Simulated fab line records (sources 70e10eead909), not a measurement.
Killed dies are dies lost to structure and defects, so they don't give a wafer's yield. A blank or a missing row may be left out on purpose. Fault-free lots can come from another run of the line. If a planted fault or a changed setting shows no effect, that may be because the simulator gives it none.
What tool caused it?	flow nand_harc	72 wafers from 24 lots sampled at 6 of the route's 1302 steps

== WHAT THE GAUGES SHOWED, per wafer ==
No reading from a measuring or inspecting step in the record can be judged against a usual standard deviation.

== WHICH TOOL RAN EACH LOT (tool, then ch and the chambers of the sampled wafers, then the start) ==
lot	NHARC_A_CHANNEL_FILL_D2_ALD_03	NHARC_A_CHANNEL_FILL_D2_ALD_16	NHARC_A_CHANNEL_FILL_D2_ETCHBACK_20	NHARC_A_STAIRCASE_ETCH_169	NHARC_A_STAIRCASE_ETCH_19	NHARC_A_STAIRCASE_TRIM_196
L075	ald_sin_batch-02 ch 0, day 14 23:10 or earlier	ald_hk-03 ch 0,1,3, day 14 23:10	rie_diel-10 ch 2,3, day 15 11:37	rie_diel-04 ch 0,1,3, day 16 16:10	rie_diel-01 ch 0,2, day 17 00:35 or earlier	rie_diel-08 ch 1,2,3, day 17 00:35
L074	ald_sin_batch-01 ch 0, day 14 23:10 or earlier	ald_hk-02 ch 0,2,3, day 14 23:10	rie_diel-06 ch 0,2,3, day 15 11:37	rie_diel-01 ch 0,1,2, day 16 13:09	rie_diel-01 ch 0,2,3, day 16 19:54 or earlier	rie_diel-01 ch 0,2,3, day 16 19:54
L076	ald_sin_batch-01 ch 0, day 15 10:25 or earlier	ald_hk-02 ch 1,2,3, day 15 10:25	rie_diel-10 ch 0,2, day 15 21:45	rie_diel-08 ch 1,3, day 16 23:52	rie_diel-08 ch 2,3, day 17 07:44 or earlier	rie_diel-04 ch 1,2, day 17 07:44
L077	ald_sin_batch-01 ch 0, day 15 15:19 or earlier	ald_hk-03 ch 0,2,3, day 15 15:19	rie_diel-10 ch 0,3, day 16 03:16	rie_diel-04 ch 0,2,3, day 17 05:12	rie_diel-08 ch 2,3, day 17 12:02 or earlier	rie_diel-08 ch 2,3, day 17 12:02
L079	ald_sin_batch-03 ch 0, day 15 22:48 or earlier	ald_hk-04 ch 2,3, day 15 22:48	rie_diel-06 ch 0,1, day 16 11:16	rie_diel-08 ch 0,1,3, day 17 12:31	rie_diel-01 ch 1,2, day 17 19:02 or earlier	rie_diel-08 ch 2,3, day 17 19:02
L078	ald_sin_batch-03 ch 0, day 16 12:49 or earlier	ald_hk-03 ch 1,2, day 16 12:49	rie_diel-10 ch 0,2,3, day 17 00:52	rie_diel-01 ch 2,3, day 18 03:09	rie_diel-08 ch 1,3, day 18 10:44 or earlier	rie_diel-04 ch 1,3, day 18 10:44
L080	ald_sin_batch-02 ch 0, day 16 16:29 or earlier	ald_hk-02 ch 0,3, day 16 16:29	rie_diel-06 ch 0,3, day 17 05:10	rie_diel-08 ch 1,2,3, day 18 06:49	rie_diel-01 ch 0,1,2, day 18 13:35 or earlier	rie_diel-01 ch 0,1,2, day 18 13:35
L081	ald_sin_batch-03 ch 0, day 17 04:43 or earlier	ald_hk-04 ch 1,2,3, day 17 04:43	rie_diel-13 ch 0,3, day 17 16:39	rie_diel-04 ch 0,1,3, day 18 22:19	rie_diel-01 ch 0,3, day 19 04:56 or earlier	rie_diel-04 ch 1,3, day 19 04:56
L082	ald_sin_batch-03 ch 0, day 17 04:39 or earlier	ald_hk-03 ch 2,3, day 17 04:39	rie_diel-10 ch 0,1,2, day 17 16:40	rie_diel-04 ch 0,1,2, day 18 18:14	rie_diel-04 ch 0,1, day 19 00:40 or earlier	rie_diel-04 ch 0,1,2, day 19 00:40
L083	ald_sin_batch-02 ch 0, day 18 09:03 or earlier	ald_hk-03 ch 0,1, day 18 09:03	rie_diel-10 ch 0,3, day 18 20:50	rie_diel-01 ch 1,2,3, day 19 22:02	rie_diel-04 ch 0,2,3, day 20 05:04 or earlier	rie_diel-08 ch 0,3, day 20 05:04
L084	ald_sin_batch-02 ch 0, day 18 08:55 or earlier	ald_hk-03 ch 0,1,2, day 18 08:55	rie_diel-13 ch 0,1,2, day 18 20:49	rie_diel-08 ch 1,2,3, day 20 01:22	rie_diel-08 ch 0,1,2, day 20 08:37 or earlier	rie_diel-08 ch 1,2,3, day 20 08:37
L085	ald_sin_batch-02 ch 0, day 18 21:25 or earlier	ald_hk-03 ch 1,2,3, day 18 21:25	rie_diel-10 ch 1,3, day 19 09:47	rie_diel-04 ch 2,3, day 20 14:11	rie_diel-01 ch 1,2, day 20 20:53 or earlier	rie_diel-08 ch 0,2,3, day 20 20:53
L086	ald_sin_batch-03 ch 0, day 19 13:41 or earlier	ald_hk-04 ch 0,3, day 19 13:41	rie_diel-06 ch 3, day 20 05:17	rie_diel-04 ch 1,3, day 21 06:29	rie_diel-01 ch 0,2, day 21 16:12 or earlier	rie_diel-04 ch 0,1,2, day 21 16:12
L087	ald_sin_batch-01 ch 0, day 19 17:13 or earlier	ald_hk-04 ch 1,2,3, day 19 17:13	rie_diel-13 ch 0,2,3, day 20 05:16	rie_diel-08 ch 0,2,3, day 21 06:19	rie_diel-01 ch 0,2,3, day 21 14:58 or earlier	rie_diel-01 ch 0,1,2, day 21 14:58
L088	ald_sin_batch-01 ch 0, day 20 00:46 or earlier	ald_hk-02 ch 1,2,3, day 20 00:46	rie_diel-10 ch 0,2, day 20 13:28	rie_diel-01 ch 0,2,3, day 21 14:30	rie_diel-08 ch 2,3, day 21 21:24 or earlier	rie_diel-08 ch 0,2,3, day 21 21:24
L089	ald_sin_batch-01 ch 0, day 20 00:43 or earlier	ald_hk-03 ch 1,2,3, day 20 00:43	rie_diel-13 ch 0,1,3, day 20 13:29	rie_diel-04 ch 1,2,3, day 21 17:32	rie_diel-04 ch 0,1,2, day 22 00:37 or earlier	rie_diel-01 ch 0,2,3, day 22 00:37
L090	ald_sin_batch-02 ch 0, day 20 12:27 or earlier	ald_hk-02 ch 0,1,3, day 20 12:27	rie_diel-13 ch 0,1,2, day 20 23:50	rie_diel-01 ch 0,3, day 22 00:51	rie_diel-04 ch 2,3, day 22 08:35 or earlier	rie_diel-04 ch 0,1, day 22 08:35
L091	ald_sin_batch-01 ch 0, day 21 05:53 or earlier	ald_hk-04 ch 0,2,3, day 21 05:53	rie_diel-13 ch 0,1,3, day 21 19:48	rie_diel-04 ch 1,2,3, day 22 20:20	rie_diel-01 ch 0,2,3, day 23 02:38 or earlier	rie_diel-01 ch 1,2, day 23 02:38
L093	ald_sin_batch-03 ch 0, day 21 13:56 or earlier	ald_hk-02 ch 1,2,3, day 21 13:56	rie_diel-06 ch 0,2, day 22 01:52	rie_diel-01 ch 0,1,2, day 23 09:23	rie_diel-01 ch 0,2,3, day 23 19:40 or earlier	rie_diel-01 ch 0,2,3, day 23 19:40
L092	ald_sin_batch-01 ch 0, day 21 18:08 or earlier	ald_hk-04 ch 1,2,3, day 21 18:08	rie_diel-10 ch 0,1,2, day 22 06:14	rie_diel-08 ch 0,1,2, day 23 06:19	rie_diel-01 ch 0,1,2, day 23 14:02 or earlier	rie_diel-08 ch 0,2, day 23 14:02
L094	ald_sin_batch-02 ch 0, day 22 01:40 or earlier	ald_hk-02 ch 0,1,2, day 22 01:40	rie_diel-10 ch 0,1,2, day 22 13:31	rie_diel-04 ch 1,3, day 23 15:56	rie_diel-01 ch 0,1,2, day 24 00:48 or earlier	rie_diel-01 ch 0,2,3, day 24 00:48
L095	ald_sin_batch-03 ch 0, day 23 05:26 or earlier	ald_hk-03 ch 0,1,3, day 23 05:26	rie_diel-06 ch 0,1,3, day 23 17:29	rie_diel-04 ch 0,2,3, day 24 18:47	rie_diel-01 ch 0,2,3, day 25 05:53 or earlier	rie_diel-04 ch 0,1,3, day 25 05:53
L096	ald_sin_batch-02 ch 0, day 23 19:19 or earlier	ald_hk-03 ch 1,2,3, day 23 19:19	rie_diel-06 ch 0,2,3, day 24 07:34	rie_diel-04 ch 0,2,3, day 25 08:44	rie_diel-04 ch 1,2,3, day 25 16:22 or earlier	rie_diel-01 ch 0, day 25 16:22
L097	ald_sin_batch-02 ch 0, day 23 19:19 or earlier	ald_hk-02 ch 0,3, day 23 19:19	rie_diel-13 ch 0,1, day 24 07:34	rie_diel-04 ch 0,2,3, day 25 08:29	rie_diel-04 ch 0,1,3, day 25 16:06 or earlier	rie_diel-04 ch 0,1,3, day 25 16:06
- NHARC_A_CHANNEL_FILL_D2_ALD_03: deposits SiNx, target thk 6 nm, pulse time 60 s, ald cycles 58.
- NHARC_A_CHANNEL_FILL_D2_ALD_16: deposits SiO2, target thk 1.5 nm, pulse time 10 s, ald cycles 15.
- NHARC_A_CHANNEL_FILL_D2_ETCHBACK_20: etches the open film in C4F8/O2/Ar, target depth 27 nm, time 13.5 s.
- NHARC_A_STAIRCASE_ETCH_169: etches the open film in CH3F/O2, target depth 50 nm, time 107.1 s.
- NHARC_A_STAIRCASE_ETCH_19: etches the open film in C4F8/O2, target depth 100 nm, time 40.5 s.
- NHARC_A_STAIRCASE_TRIM_196: chemistry O2, time 211.2 s.

== WHAT THE TOOLS THEMSELVES READ (means of the sampled wafers that have a number; where no wafer has one, the mark that the record gives instead) ==
NHARC_A_CHANNEL_FILL_D2_ALD_03. Usual: precursor_pulse_height_rel reads 1.000 (standard deviation 0.02).
lot	tool	precursor_pulse_height_rel	flag
L075	ald_sin_batch-02	1.007	
L074	ald_sin_batch-01	1.011	
L076	ald_sin_batch-01	1.012	
L077	ald_sin_batch-01	0.996	
L079	ald_sin_batch-03	1.013	
L078	ald_sin_batch-03	1.009	
L080	ald_sin_batch-02	0.985	
L081	ald_sin_batch-03	1.001	
L082	ald_sin_batch-03	0.985	
L083	ald_sin_batch-02	1.014	
L084	ald_sin_batch-02	1.005	
L085	ald_sin_batch-02	0.981	
L086	ald_sin_batch-03	0.993	
L087	ald_sin_batch-01	1.007	
L088	ald_sin_batch-01	1.017	
L089	ald_sin_batch-01	0.984	
L090	ald_sin_batch-02	1.005	
L091	ald_sin_batch-01	1.009	
L093	ald_sin_batch-03	1.009	
L092	ald_sin_batch-01	1.000	
L094	ald_sin_batch-02	1.003	
L095	ald_sin_batch-03	0.993	
L096	ald_sin_batch-02	0.995	
L097	ald_sin_batch-02	1.001	

NHARC_A_CHANNEL_FILL_D2_ALD_16. Usual: heater_power_w 502 W, standard deviation 71; precursor_pulse_height_rel 0.997, standard deviation 0.02.
lot	tool	heater_power_w (W)	precursor_pulse_height_rel	flag
L075	ald_hk-03	448	0.979	
L074	ald_hk-02	504	0.977	
L076	ald_hk-02	478	0.994	
L077	ald_hk-03	504	0.981	
L079	ald_hk-04	545	0.980	
L078	ald_hk-03	554	0.999	
L080	ald_hk-02	559	1.000	
L081	ald_hk-04	514	0.998	
L082	ald_hk-03	503	0.988	
L083	ald_hk-03	434	1.003	
L084	ald_hk-03	494	0.978	
L085	ald_hk-03	513	1.006	
L086	ald_hk-04	545	0.992	
L087	ald_hk-04	529	0.986	
L088	ald_hk-02	494	0.987	
L089	ald_hk-03	516	0.996	
L090	ald_hk-02	497	1.005	
L091	ald_hk-04	570	1.002	
L093	ald_hk-02	497	1.021	
L092	ald_hk-04	527	0.995	
L094	ald_hk-02	446	1.003	
L095	ald_hk-03	457	1.000	
L096	ald_hk-03	512	1.011	
L097	ald_hk-02	595	0.987	

NHARC_A_CHANNEL_FILL_D2_ETCHBACK_20. Usual: oes_product_au 0.984 a.u., standard deviation 0.024; rf_vpp_V 977 V, standard deviation 6.6.
lot	tool	oes_product_au (a.u.)	rf_vpp_V (V)	flag
L075	rie_diel-10	0.991	979	
L074	rie_diel-06	0.997	979	
L076	rie_diel-10	0.980	977	
L077	rie_diel-10	0.984	984	
L079	rie_diel-06	0.967	981	
L078	rie_diel-10	0.982	981	
L080	rie_diel-06	1.008	974	
L081	rie_diel-13	0.916	971	
L082	rie_diel-10	0.951	975	
L083	rie_diel-10	0.996	982	
L084	rie_diel-13	0.953	970	
L085	rie_diel-10	0.994	980	
L086	rie_diel-06	1.006	974	
L087	rie_diel-13	0.995	972	
L088	rie_diel-10	0.986	976	
L089	rie_diel-13	0.993	972	
L090	rie_diel-13	0.994	970	
L091	rie_diel-13	0.923	972	
L093	rie_diel-06	0.995	984	
L092	rie_diel-10	0.991	975	
L094	rie_diel-10	0.995	975	
L095	rie_diel-06	0.981	977	
L096	rie_diel-06	1.002	979	
L097	rie_diel-13	1.006	976	

NHARC_A_STAIRCASE_ETCH_169. Usual: drypump_motor_current_A 5.6 A, standard deviation 0.41; o2_flow_sccm 30.01 sccm, standard deviation 0.082; oes_product_au 0.959 a.u., standard deviation 0.017; rf_vpp_V 243.7 V, standard deviation 1.5; showerhead_plenum_p_Torr 2.41 Torr, standard deviation 0.089; throttle_valve_pct 20.663 %, standard deviation 0.0094.
lot	tool	drypump_motor_current_A (A)	o2_flow_sccm (sccm)	oes_product_au (a.u.)	rf_vpp_V (V)	showerhead_plenum_p_Torr (Torr)	throttle_valve_pct (%)	flag
L075	rie_diel-04	5.3	29.93	0.931	245.2	2.51	20.662	
L074	rie_diel-01	5.5	30.03	0.954	242.4	2.34	20.660	
L076	rie_diel-08	5.8	30.04	0.947	244.1	2.44	20.673	
L077	rie_diel-04	5.6	30.01	0.954	245.2	2.50	20.667	
L079	rie_diel-08	5.6	30.05	0.950	244.0	2.40	20.666	
L078	rie_diel-01	5.4	29.96	0.962	242.7	2.33	20.670	
L080	rie_diel-08	5.9	30.01	0.959	244.0	2.43	20.667	
L081	rie_diel-04	5.3	29.94	0.971	245.4	2.50	20.665	
L082	rie_diel-04	5.6	29.98	0.963	244.4	2.46	20.659	
L083	rie_diel-01	5.9	30.06	0.974	242.7	2.34	20.664	
L084	rie_diel-08	5.8	29.96	0.963	243.3	2.43	20.664	
L085	rie_diel-04	5.9	30.04	0.953	244.5	2.41	20.654	
L086	rie_diel-04	5.5	29.95	0.983	243.3	2.43	20.661	
L087	rie_diel-08	5.7	29.99	0.976	242.8	2.37	20.660	
L088	rie_diel-01	5.3	30.07	0.968	242.8	2.33	20.664	
L089	rie_diel-04	5.7	30.02	0.968	243.8	2.42	20.664	
L090	rie_diel-01	5.3	30.02	0.950	243.1	2.34	20.661	
L091	rie_diel-04	5.7	30.02	0.958	244.1	2.41	20.660	
L093	rie_diel-01	5.5	30.00	0.946	242.5	2.32	20.670	
L092	rie_diel-08	5.7	30.05	0.957	243.1	2.38	20.664	
L094	rie_diel-04	5.5	30.06	0.961	243.5	2.42	20.661	
L095	rie_diel-04	5.5	30.08	0.951	244.7	2.47	20.666	
L096	rie_diel-04	5.6	30.02	0.943	245.1	2.47	20.669	
L097	rie_diel-04	5.6	29.97	0.942	244.7	2.47	20.655	

NHARC_A_STAIRCASE_ETCH_19. Usual: oes_product_au 0.943 a.u., standard deviation 0.012; rf_vpp_V 892 V, standard deviation 4.4.
lot	tool	oes_product_au (a.u.)	rf_vpp_V (V)	flag
L075	rie_diel-01	0.944	889	
L074	rie_diel-01	0.937	891	
L076	rie_diel-08	0.920	894	
L077	rie_diel-08	0.935	894	
L079	rie_diel-01	0.951	890	
L078	rie_diel-08	0.940	896	
L080	rie_diel-01	0.936	889	
L081	rie_diel-01	0.947	890	
L082	rie_diel-04	0.957	900	
L083	rie_diel-04	0.949	898	
L084	rie_diel-08	0.928	893	
L085	rie_diel-01	0.945	888	
L086	rie_diel-01	0.939	889	
L087	rie_diel-01	0.930	889	
L088	rie_diel-08	0.946	893	
L089	rie_diel-04	0.949	896	
L090	rie_diel-04	0.933	896	
L091	rie_diel-01	0.960	889	
L093	rie_diel-01	0.944	889	
L092	rie_diel-01	0.933	888	
L094	rie_diel-01	0.944	888	
L095	rie_diel-01	0.932	895	
L096	rie_diel-04	0.960	893	
L097	rie_diel-04	0.960	897	

NHARC_A_STAIRCASE_TRIM_196. Usual: drypump_motor_current_A 5.6 A, standard deviation 0.43; o2_flow_sccm 500.1 sccm, standard deviation 1.4; oes_product_au 1.000 a.u., standard deviation 0.011; rf_vpp_V 57.5 V, standard deviation 0.88; showerhead_plenum_p_Torr 3.44 Torr, standard deviation 0.12; throttle_valve_pct 17.037 %, standard deviation 0.0089.
lot	tool	drypump_motor_current_A (A)	o2_flow_sccm (sccm)	oes_product_au (a.u.)	rf_vpp_V (V)	showerhead_plenum_p_Torr (Torr)	throttle_valve_pct (%)	flag
L075	rie_diel-08	5.9	500.7	0.984	57.0	3.50	17.030	
L074	rie_diel-01	5.4	499.5	1.001	55.9	3.37	17.041	
L076	rie_diel-04	5.7	499.4	0.994	57.1	3.45	17.042	
L077	rie_diel-08	5.9	500.7	0.988	56.9	3.46	17.045	
L079	rie_diel-08	5.9	500.2	0.985	58.1	3.46	17.033	
L078	rie_diel-04	5.4	499.4	1.003	58.5	3.54	17.043	
L080	rie_diel-01	5.5	500.7	1.008	57.5	3.36	17.032	
L081	rie_diel-04	5.4	500.7	1.000	58.1	3.54	17.034	
L082	rie_diel-04	5.6	500.8	1.003	57.7	3.53	17.038	
L083	rie_diel-08	5.7	498.5	0.998	57.0	3.41	17.037	
L084	rie_diel-08	5.8	500.1	0.997	58.0	3.48	17.041	
L085	rie_diel-08	5.7	501.5	0.990	57.8	3.40	17.039	
L086	rie_diel-04	5.6	500.5	0.999	58.1	3.52	17.033	
L087	rie_diel-01	5.5	500.2	1.005	57.1	3.35	17.041	
L088	rie_diel-08	5.7	499.5	1.001	58.2	3.40	17.041	
L089	rie_diel-01	5.3	499.5	1.001	57.4	3.35	17.032	
L090	rie_diel-04	5.2	501.7	1.014	57.7	3.62	17.035	
L091	rie_diel-01	6.0	502.1	1.006	56.9	3.35	17.031	
L093	rie_diel-01	5.4	499.6	0.990	58.1	3.34	17.033	
L092	rie_diel-08	5.5	499.7	0.997	56.7	3.34	17.025	
L094	rie_diel-01	5.4	498.5	1.004	57.3	3.34	17.035	
L095	rie_diel-04	5.4	500.5	1.007	56.8	3.56	17.034	
L096	rie_diel-01	4.9	500.2	1.004	58.3	3.34	17.035	
L097	rie_diel-04	5.4	498.9	1.017	57.6	3.56	17.040	

== THE ANSWER, worked out from the rows above alone ==
Rule: take the mean of a lot's wafers that have a number; if it is more than 3 standard deviations from the usual mean, the lot is off. A lot without any number at a reading at which 4 lots or more have one is off too. Any other lot the step has rows for is counted as sound. The gauges are gone through in route order, then the tools' own readings, and for those a lot's mean is taken as printed above. At the first step where some lot is off, the reading lying furthest off is the one used; lots without a number count as furthest.
No lot is off at any reading shown: from this, nothing can be told.

== WHAT THE SIMULATOR HAD PUT IN ==
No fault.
